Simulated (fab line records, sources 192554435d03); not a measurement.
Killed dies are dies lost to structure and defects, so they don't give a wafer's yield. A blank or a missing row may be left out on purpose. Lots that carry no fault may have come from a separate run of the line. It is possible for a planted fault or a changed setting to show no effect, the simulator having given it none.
Chamber matching | flow n5Finfet | 3 sister chambers for N5_BEOL_M13_ILD_DEP_00 on pecvd-04
The step deposits SiOC from DEMS/O2, target thk 837.92 nm, time 166.4 s. 20 wafers are shown with their chamber, then 10 later ones without.

== WAFERS, EACH WITH ITS CHAMBER ==
wafer  | chamber | throttleValvePct (%) | showerheadPlenumPTorr (Torr) | heaterPowerW (W)
L075.3 | 2       | 10.3                 | 5.668                        | 480
L075.4 | 2       | 10.2                 | 5.666                        | 510
L075.6 | 1       | 12.5                 | 5.691                        | 468
L079.1 | 1       | 12.4                 | 5.697                        | 455
L079.3 | 2       | 10.6                 | 5.683                        | 392
L079.6 | 2       | 10.2                 | 5.667                        | 453
L086.1 | 0       | 12.2                 | 5.671                        | 456
L086.3 | 1       | 12.6                 | 5.684                        | 396
L086.5 | 0       | 12.5                 | 5.667                        | 475
L084.4 | 2       | 10.5                 | 5.675                        | 463
L084.5 | 0       | 12.0                 | 5.665                        | 384
L084.6 | 1       | 12.7                 | 5.671                        | 448
L085.3 | 2       | 10.6                 | 5.657                        | 498
L085.4 | 1       | 12.7                 | 5.685                        | 440
L085.5 | 2       | 10.6                 | 5.662                        | 406
L089.1 | 2       | 10.6                 | 5.678                        | 492
L089.2 | 1       | 12.7                 | 5.689                        | 416
L089.6 | 2       | 11.0                 | 5.666                        | 393
L088.1 | 1       | 12.6                 | 5.687                        | 382
L088.3 | 2       | 10.4                 | 5.681                        | 463

SIGNATURES (means of the wafers above)
reading               | chamber 0 | chamber 1 | chamber 2 | scatter within a chamber
throttleValvePct      | 12.233    | 12.600    | 10.500    | 0.207
showerheadPlenumPTorr | 5.66767   | 5.68629   | 5.67030   | 0.0079
heaterPowerW          | 438.33    | 429.29    | 455.00    | 40.6
Rule: a wafer's distance from a chamber is the root of the sum, over the readings, of the square of ((its reading less the chamber's mean) divided by the reading's scatter). The wafer belongs to the nearest chamber; if the next one is less than 2 further off, it can't be placed. The scatter: take each reading less its chamber's mean, square it, sum over the shown wafers, divide by the number of wafers less the number of chambers, and take the root.

== WAFERS WITHOUT THEIR CHAMBER ==
wafer  | throttleValvePct (%) | showerheadPlenumPTorr (Torr) | heaterPowerW (W)
L088.4 | 10.3                 | 5.669                        | 499
L093.1 | 10.9                 | 5.676                        | 487
L093.2 | 12.2                 | 5.655                        | 453
L093.5 | 12.6                 | 5.684                        | 450
L095.4 | 10.8                 | 5.669                        | 477
L095.5 | 12.2                 | 5.654                        | 391
L095.6 | 12.4                 | 5.689                        | 453
L096.3 | 12.4                 | 5.678                        | 475
L096.5 | 12.6                 | 5.693                        | 383
L096.6 | 12.5                 | 5.657                        | 444

== CHAMBER TAKEN BY EACH ==
wafer  | from the rows above     | in truth
L088.4 | 2                       | 2
L093.1 | 2                       | 2
L093.2 | 0                       | 0
L093.5 | 1                       | 1
L095.4 | 2                       | 2
L095.5 | 0                       | 0
L095.6 | can't be placed: 1 or 0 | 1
L096.3 | can't be placed: 0 or 1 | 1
L096.5 | 1                       | 1
L096.6 | can't be placed: 0 or 1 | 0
Placed correctly: 7 of 10. From these rows, 3 cannot be placed; in 3 the true chamber is one of the candidates. Placed wrongly: 0.
